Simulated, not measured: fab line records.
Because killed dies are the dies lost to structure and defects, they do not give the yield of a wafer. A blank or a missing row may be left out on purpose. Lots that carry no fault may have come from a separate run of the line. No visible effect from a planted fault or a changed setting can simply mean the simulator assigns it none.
Chamber matching ; flow nandHarc ; 4 sister chambers for NHARC_A_STAIRCASE_ETCH_444 on rieDiel-09
The step etches the open film in C4F8/O2, target depth 10200 nm, time 3400 s. 20 wafers are shown with their chamber, then 10 later ones without.

== WAFERS, EACH WITH ITS CHAMBER ==
wafer;chamber;rfVppV (V);oesProductAu (a.u.)
L074.1;0;801;0.951
L074.5;0;802;0.958
L074.6;3;807;0.963
L077.1;1;816;0.922
L077.4;0;801;0.931
L077.6;3;806;0.929
L076.1;2;808;0.978
L076.3;0;800;0.924
L076.4;3;807;0.919
L084.1;3;808;0.927
L084.3;2;808;0.921
L084.5;1;816;0.924
L082.2;1;814;0.921
L082.4;3;807;0.933
L082.6;2;806;0.923
L085.1;1;813;0.926
L085.2;2;807;0.917
L085.3;0;801;0.917
L085.4;1;815;0.920
L085.5;0;800;0.919

SIGNATURES (averages over the wafers above)
reading;chamber 0;chamber 1;chamber 2;chamber 3;scatter within a chamber
rfVppV;800.83;814.80;807.25;807.00;0.948
oesProductAu;0.93333;0.92260;0.93475;0.93420;0.018
Rule: for each reading, subtract the chamber's mean from the wafer's reading, divide by that reading's scatter and square the result; add these up over the readings and take the root, which gives the wafer's distance from the chamber. If the next closest chamber is less than 2 further off than the closest, the wafer can't be placed; otherwise it belongs to the closest. The scatter: take each reading less its chamber's mean, square it, sum over the shown wafers, divide by the number of wafers less the number of chambers, and take the root.

== WAFERS WITHOUT THEIR CHAMBER ==
wafer;rfVppV (V);oesProductAu (a.u.)
L085.6;808;0.920
L087.1;807;0.927
L087.2;806;0.925
L087.3;802;0.922
L087.4;814;0.922
L087.5;807;0.923
L087.6;808;0.923
L091.1;816;0.918
L091.3;800;0.917
L091.4;807;0.921

== EACH ONE'S CHAMBER ==
wafer;from the rows above;in truth
L085.6;can't be placed: 2 or 3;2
L087.1;can't be placed: 3 or 2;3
L087.2;can't be placed: 3 or 2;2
L087.3;0;0
L087.4;1;1
L087.5;can't be placed: 3 or 2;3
L087.6;can't be placed: 2 or 3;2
L091.1;1;1
L091.3;0;0
L091.4;can't be placed: 3 or 2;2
Correctly placed: 4 of 10. Can't be placed from these rows: 6 (the true chamber is among the candidates in 6). Number placed wrongly: 0.
